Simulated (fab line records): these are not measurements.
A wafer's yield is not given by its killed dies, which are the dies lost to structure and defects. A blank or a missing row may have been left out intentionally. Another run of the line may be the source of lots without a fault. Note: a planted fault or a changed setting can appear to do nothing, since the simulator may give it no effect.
Which tool was responsible? | flow n5Finfet | 72 wafers sampled from 24 lots at 1 step of a route of 1938

== WHAT THE GAUGES READ, wafer by wafer ==
N5_START_INSPECT_01: inspects for defects (unpatterned scan).
lot  | measured    | on               | rawDefectCount
L074 | day 1 12:02 | defectInspect-01 | 6 4 4
L075 | day 1 18:02 | defectInspect-01 | 4 9 7
L076 | day 2 00:02 | defectInspect-02 | 6 8 7
L077 | day 2 06:02 | defectInspect-01 | 4 7 5
L078 | day 2 12:02 | defectInspect-02 | 2 8 8
L079 | day 2 18:02 | defectInspect-02 | 9 7 9
L080 | day 3 00:02 | defectInspect-02 | 8 7 6
L081 | day 3 06:02 | defectInspect-01 | 4 7 3
L082 | day 3 12:02 | defectInspect-01 | 8 6 2
L083 | day 3 18:02 | defectInspect-01 | 8 14 11
L084 | day 4 00:02 | defectInspect-01 | 4 5 7
L085 | day 4 06:02 | defectInspect-02 | 2 9 9
L086 | day 4 12:02 | defectInspect-01 | 7 11 7
L087 | day 4 18:02 | defectInspect-01 | 10 4 1
L088 | day 5 00:02 | defectInspect-01 | 11 5 4
L089 | day 5 06:02 | defectInspect-01 | 6 5 2
L090 | day 5 12:02 | defectInspect-01 | 5 6 7
L091 | day 5 18:02 | defectInspect-01 | 3 6 6
L092 | day 6 00:02 | defectInspect-01 | 10 2 4
L093 | day 6 06:02 | defectInspect-01 | 8 2 7
L094 | day 6 12:02 | defectInspect-01 | 2 6 5
L095 | day 6 18:02 | defectInspect-01 | 4 7 7
L096 | day 7 00:02 | defectInspect-01 | 6 4 9
L097 | day 7 06:02 | defectInspect-01 | 3 5 6

== EACH LOT AND THE TOOL THAT RAN IT (in order: tool; ch and the chambers of the sampled wafers; start) ==
There is no process step in the record ahead of these readings.

== AS READ BY THE TOOLS THEMSELVES (means over the sampled wafers that have a number; for cases with no such wafer, the mark the record gives instead) ==
The record holds no such reading with a usual standard deviation.

== THE ANSWER, worked out from the rows above alone ==
Rule: usual is defined by the lots themselves. Put in order of their means at a reading, lots are off if they are a third of the lots or fewer, leave a main group of 4 or more, and stand apart from it by a gap of 3 or more times the standard deviation of the main group's means; of several such gaps the widest counts. Not used: any main group whose means are identical at the precision the tables above print for the reading. Also off: a lot with no number at a reading for which 4 or more lots have one. All remaining lots with rows at the step are treated as sound. First the gauges in route order, then the tools' own readings, where a lot's mean is used as printed above. At the first step where some lot is off, the reading lying furthest off is the one used; lots without a number count as furthest.
No lot is off on any of the readings shown, so nothing can be concluded from this.

== WHAT HAD BEEN PUT IN BY THE SIMULATOR ==
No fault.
